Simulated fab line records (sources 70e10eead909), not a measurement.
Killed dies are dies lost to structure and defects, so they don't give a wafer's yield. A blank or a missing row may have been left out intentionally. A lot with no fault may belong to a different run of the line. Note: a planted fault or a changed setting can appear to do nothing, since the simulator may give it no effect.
Tool commonality check    flow nand harc    Sample size 12 lots and 39 wafers

WHAT PROMPTED THE OPENING
Flagged at NHARC_P_ZERO_WELL_CD_MEAS_37: reading cd nm, on 1 of 12 lots. Fault-free wafers read 720.3 nm, with a standard deviation of 2.4.
Rule: a lot gets a flag if all its wafers with a number sit over 4 standard deviations from that mean, or if no wafer of it has a number. The rest of the lots are taken to be sound.

lot   measured      on         cd nm (nm), wafer by wafer           flag
L957  day 2 01:40   cd sem-01  719.4 723.8 724.3                    
L958  day 2 10:05   cd sem-02  717.1 716.3 716.5                    
L959  day 2 22:18   cd sem-03  721.0 720.0 721.8                    
L960  day 3 06:41   cd sem-01  719.8 718.9 720.0                    
L961  day 3 16:17   cd sem-02  719.2 722.6 717.8                    
L962  day 4 02:03   cd sem-03  717.7 715.8 720.9                    
L964  day 4 22:05   cd sem-03  754.6 755.3 757.3 754.9 755.7 757.4  FLAGGED
L967  day 6 04:08   cd sem-01  719.4 722.2 723.9                    
L975  day 9 11:52   cd sem-01  719.8 720.6 720.4                    
L976  day 9 22:25   cd sem-03  721.5 719.8 721.6                    
L978  day 10 18:16  cd sem-03  720.3 719.6 723.2                    
L979  day 11 04:17  cd sem-03  721.8 725.2 723.9                    
The numbers of the flagged lots are 755.9 nm on average: +35.6 nm against the usual, or +15 standard deviations.

WHICH TOOL EACH LOT WENT THROUGH
Before the reading, the record contains 2 process steps out of a 1302-step route. Each cell gives the tool, then ch followed by the chambers the sampled wafers passed through, then the start.
lot   flag     NHARC_P_ZERO_WELL_DESCUM_13        NHARC_P_ZERO_WELL_EXPOSE_34
L957           rie diel-08 ch 1,2,3, day 1 22:49  krf scanner-02 ch 0, day 2 01:31
L958           rie diel-06 ch 0,1,2, day 2 07:16  krf scanner-04 ch 0, day 2 09:56
L959           rie diel-06 ch 2,3, day 2 17:16    krf scanner-02 ch 0, day 2 22:08
L960           rie diel-08 ch 0,1, day 3 03:55    krf scanner-02 ch 0, day 3 06:32
L961           rie diel-08 ch 0,2,3, day 3 13:24  krf scanner-04 ch 0, day 3 16:07
L962           rie diel-06 ch 0,1,2, day 3 23:17  krf scanner-02 ch 0, day 4 01:54
L964  FLAGGED  rie diel-08 ch 1,2, day 4 19:17    krf scanner-02 ch 0, day 4 21:56
L967           rie diel-10 ch 0,2, day 6 01:18    krf scanner-02 ch 0, day 6 03:59
L975           rie diel-08 ch 1,3, day 9 09:18    krf scanner-01 ch 0, day 9 11:43
L976           rie diel-06 ch 1,2,3, day 9 19:27  krf scanner-02 ch 0, day 9 22:16
L978           rie diel-06 ch 1,2, day 10 15:24   krf scanner-02 ch 0, day 10 18:07
L979           rie diel-06 ch 2,3, day 11 01:28   krf scanner-04 ch 0, day 11 04:08
What the steps here do:
- NHARC_P_ZERO_WELL_DESCUM_13: chemistry O2, time 3 s.
- NHARC_P_ZERO_WELL_EXPOSE_34: exposes mask P PWELL, target cd 720 nm.
- NHARC_P_ZERO_WELL_CD_MEAS_37: target cd 720 nm.

FLAGGED AGAINST TOTAL, ONE TOOL AT A TIME (gauges that did the reading follow at the end)
step                          tool            lots run  flagged  share of the flagged lots  sound lots run after its first flagged lot
NHARC_P_ZERO_WELL_DESCUM_13   rie diel-06     6         0        none                       -
NHARC_P_ZERO_WELL_DESCUM_13   rie diel-08     5         1        all                        1 (L975)
NHARC_P_ZERO_WELL_DESCUM_13   rie diel-10     1         0        none                       -
NHARC_P_ZERO_WELL_EXPOSE_34   krf scanner-01  1         0        none                       -
NHARC_P_ZERO_WELL_EXPOSE_34   krf scanner-02  8         1        all                        3 (L967,L976,L978)
NHARC_P_ZERO_WELL_EXPOSE_34   krf scanner-04  3         0        none                       -
NHARC_P_ZERO_WELL_CD_MEAS_37  cd sem-01       4         0        none                       -
NHARC_P_ZERO_WELL_CD_MEAS_37  cd sem-02       2         0        none                       -
NHARC_P_ZERO_WELL_CD_MEAS_37  cd sem-03       6         1        all                        3 (L976,L978,L979)

WHAT THE TABLE PERMITS
3 rows of the table ran every flagged lot: rie diel-08 at NHARC_P_ZERO_WELL_DESCUM_13, krf scanner-02 at NHARC_P_ZERO_WELL_EXPOSE_34, cd sem-03 at NHARC_P_ZERO_WELL_CD_MEAS_37.
- rie diel-08 at NHARC_P_ZERO_WELL_DESCUM_13 ran 5 lots, 1 of them flagged. Sound lots ran on it after the first flagged one (L975), which a lasting fault on the whole tool wouldn't allow.
- krf scanner-02 at NHARC_P_ZERO_WELL_EXPOSE_34 ran 8 lots, 1 of them flagged. Sound lots ran on it after the first flagged one (L967, L976, L978), which a lasting fault on the whole tool wouldn't allow.
- cd sem-03 at NHARC_P_ZERO_WELL_CD_MEAS_37 ran 6 lots, 1 of them flagged. Sound lots ran on it after the first flagged one (L976, L978, L979), which a lasting fault on the whole tool wouldn't allow.
Not one row of the table ran every flagged lot while running no sound lot after the first.

WHAT THE SIMULATOR HAD PUT IN
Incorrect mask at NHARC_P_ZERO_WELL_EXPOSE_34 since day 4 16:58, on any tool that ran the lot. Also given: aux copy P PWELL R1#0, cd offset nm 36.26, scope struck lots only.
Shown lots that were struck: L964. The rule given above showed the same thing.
